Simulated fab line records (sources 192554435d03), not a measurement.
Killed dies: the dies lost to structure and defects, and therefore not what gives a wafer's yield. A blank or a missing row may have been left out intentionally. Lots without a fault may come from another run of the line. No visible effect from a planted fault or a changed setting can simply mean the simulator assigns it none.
Lot-split experiment :: flow n5-finfet :: 7 lots, 21 wafers read, on a route of 1938 steps

THE SPLIT ITSELF
At N5_BEOL_M3_ETCH_64 (etches SOC in N2/H2, target depth 75 nm, overetch 15 nm, time 112.5 s), the setting time-s was moved away from the recipe's 112.5 s on 6 of the 21 wafers read, by -16.0% to +14.0%. For the rest of the wafers, this setting stayed at what the recipe calls for.

Reading taken at the split's own step.

THE READING
SiARC_of_BEOL_M3_COAT_62.thk-nm (the simulator's own value, which no gauge read), in nm, at N5_BEOL_M3_ETCH_64 (etches SOC in N2/H2, target depth 75 nm, overetch 15 nm, time 112.5 s). No usual value for it is given in the file. Average 6.7 nm, standard deviation 0.16 nm, over the 15 wafers here run with the recipe.

wafer: L075.2
tool, chamber at the split: rie-diel-03, 0
time-s as run, s: 112.5
against the recipe: recipe
SiARC_of_BEOL_M3_COAT_62.thk-nm, nm: 6.8
against lot-mates on the recipe: -

wafer: L075.3
tool, chamber at the split: rie-diel-03, 3
time-s as run, s: 94.5
against the recipe: -16.0%
SiARC_of_BEOL_M3_COAT_62.thk-nm, nm: 7.6
against lot-mates on the recipe: +0.8

wafer: L075.4
tool, chamber at the split: rie-diel-03, 3
time-s as run, s: 94.5
against the recipe: -16.0%
SiARC_of_BEOL_M3_COAT_62.thk-nm, nm: 7.6
against lot-mates on the recipe: +0.8

wafer: L078.1
tool, chamber at the split: rie-diel-01, 2,0
time-s as run, s: 112.5
against the recipe: recipe
SiARC_of_BEOL_M3_COAT_62.thk-nm, nm: 6.8
against lot-mates on the recipe: -

wafer: L078.3
tool, chamber at the split: rie-diel-01, 2,0
time-s as run, s: 112.5
against the recipe: recipe
SiARC_of_BEOL_M3_COAT_62.thk-nm, nm: 6.8
against lot-mates on the recipe: -

wafer: L078.6
tool, chamber at the split: rie-diel-01, 3
time-s as run, s: 112.5
against the recipe: recipe
SiARC_of_BEOL_M3_COAT_62.thk-nm, nm: 6.4
against lot-mates on the recipe: -

wafer: L077.1
tool, chamber at the split: rie-diel-01, 0,1
time-s as run, s: 112.5
against the recipe: recipe
SiARC_of_BEOL_M3_COAT_62.thk-nm, nm: 6.8
against lot-mates on the recipe: -

wafer: L077.3
tool, chamber at the split: rie-diel-01, 0,1
time-s as run, s: 112.5
against the recipe: recipe
SiARC_of_BEOL_M3_COAT_62.thk-nm, nm: 6.8
against lot-mates on the recipe: -

wafer: L077.4
tool, chamber at the split: rie-diel-01, 3
time-s as run, s: 112.5
against the recipe: recipe
SiARC_of_BEOL_M3_COAT_62.thk-nm, nm: 6.6
against lot-mates on the recipe: -

wafer: L084.2
tool, chamber at the split: rie-diel-01, 3
time-s as run, s: 112.5
against the recipe: recipe
SiARC_of_BEOL_M3_COAT_62.thk-nm, nm: 6.4
against lot-mates on the recipe: -

wafer: L084.4
tool, chamber at the split: rie-diel-01, 3
time-s as run, s: 121.4
against the recipe: +7.9%
SiARC_of_BEOL_M3_COAT_62.thk-nm, nm: 6
against lot-mates on the recipe: -0.6

wafer: L084.6
tool, chamber at the split: rie-diel-01, 1
time-s as run, s: 112.5
against the recipe: recipe
SiARC_of_BEOL_M3_COAT_62.thk-nm, nm: 6.8
against lot-mates on the recipe: -

wafer: L087.1
tool, chamber at the split: rie-diel-01, 0,1,0
time-s as run, s: 112.5
against the recipe: recipe
SiARC_of_BEOL_M3_COAT_62.thk-nm, nm: 6.8
against lot-mates on the recipe: -

wafer: L087.5
tool, chamber at the split: rie-diel-01, 0,1,0
time-s as run, s: 112.5
against the recipe: recipe
SiARC_of_BEOL_M3_COAT_62.thk-nm, nm: 6.8
against lot-mates on the recipe: -

wafer: L087.6
tool, chamber at the split: rie-diel-01, 0,1,0
time-s as run, s: 112.5
against the recipe: recipe
SiARC_of_BEOL_M3_COAT_62.thk-nm, nm: 6.8
against lot-mates on the recipe: -

wafer: L088.2
tool, chamber at the split: rie-diel-03, 3
time-s as run, s: 112.5
against the recipe: recipe
SiARC_of_BEOL_M3_COAT_62.thk-nm, nm: 6.8
against lot-mates on the recipe: -

wafer: L088.3
tool, chamber at the split: rie-diel-03, 1
time-s as run, s: 128.2
against the recipe: +14.0%
SiARC_of_BEOL_M3_COAT_62.thk-nm, nm: 6
against lot-mates on the recipe: -0.7

wafer: L088.6
tool, chamber at the split: rie-diel-03, 0
time-s as run, s: 112.5
against the recipe: recipe
SiARC_of_BEOL_M3_COAT_62.thk-nm, nm: 6.6
against lot-mates on the recipe: -

wafer: L091.1
tool, chamber at the split: rie-diel-03, 2
time-s as run, s: 112.5
against the recipe: recipe
SiARC_of_BEOL_M3_COAT_62.thk-nm, nm: 7
against lot-mates on the recipe: -

wafer: L091.4
tool, chamber at the split: rie-diel-03, 0
time-s as run, s: 102.7
against the recipe: -8.7%
SiARC_of_BEOL_M3_COAT_62.thk-nm, nm: 7.2
against lot-mates on the recipe: +0.2

wafer: L091.6
tool, chamber at the split: rie-diel-03, 1
time-s as run, s: 102.7
against the recipe: -8.7%
SiARC_of_BEOL_M3_COAT_62.thk-nm, nm: 7.4
against lot-mates on the recipe: +0.4
Rows listing several chambers each stand for several wafers; the file does not say which wafer went through which chamber.

FIT RESULTS
A straight line over all 21 wafers: SiARC_of_BEOL_M3_COAT_62.thk-nm changes by -0.0585 nm for each +1% of time-s; r = -0.93; the points scatter about the line by 0.16 nm.
The same after taking each lot's own level away (the mean of its wafers on the recipe; 21 wafers): -0.0499 nm for each +1%; r = -0.93; scatter 0.13 nm.
The reading moves by 0.8 nm for the largest change in time-s, on that fit.
Across the lots, their own levels run from 6.60 to 7.00 nm, a range of 2.5 times the standard deviation given above.
So the slope is not independent of the lot-to-lot level: the two fits are not the same.
Check: +0.766 nm against its lot-mates is what the line predicts for one of the wafers moved furthest among these (-16.0%) when that wafer is left out of the fit. Against them it came out at +0.8 nm.

ADDITIONAL SPLITS CARRIED BY THESE WAFERS
Other splits were also applied to these wafers ahead of the reading. Each is held against what the fit with the lots' levels taken away leaves over:
other split on the same wafers: N5_BEOL_M1_DESCUM_33 time-s
wafers away from the commonest value: 6
r with SiARC_of_BEOL_M3_COAT_62.thk-nm (lot level and that fit taken away): -0.32

other split on the same wafers: N5_BEOL_M1_ETCH_70 bias-w
wafers away from the commonest value: 6
r with SiARC_of_BEOL_M3_COAT_62.thk-nm (lot level and that fit taken away): -0.21

other split on the same wafers: N5_BEOL_M1_VIA_ETCH_34 bias-w
wafers away from the commonest value: 9
r with SiARC_of_BEOL_M3_COAT_62.thk-nm (lot level and that fit taken away): +0.05

other split on the same wafers: N5_BEOL_M2_EXPOSE_25 dose-mj
wafers away from the commonest value: 7
r with SiARC_of_BEOL_M3_COAT_62.thk-nm (lot level and that fit taken away): +0.13

other split on the same wafers: N5_BEOL_M2_ETCH_70 bias-w
wafers away from the commonest value: 7
r with SiARC_of_BEOL_M3_COAT_62.thk-nm (lot level and that fit taken away): +0.15

other split on the same wafers: N5_BEOL_M3_EXPOSE_08 dose-mj
wafers away from the commonest value: 8
r with SiARC_of_BEOL_M3_COAT_62.thk-nm (lot level and that fit taken away): -0.06

FILE'S OWN FIT
SiARC_of_BEOL_M3_COAT_62.thk-nm changes by -0.0508 nm for each +1% of time-s, r = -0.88.
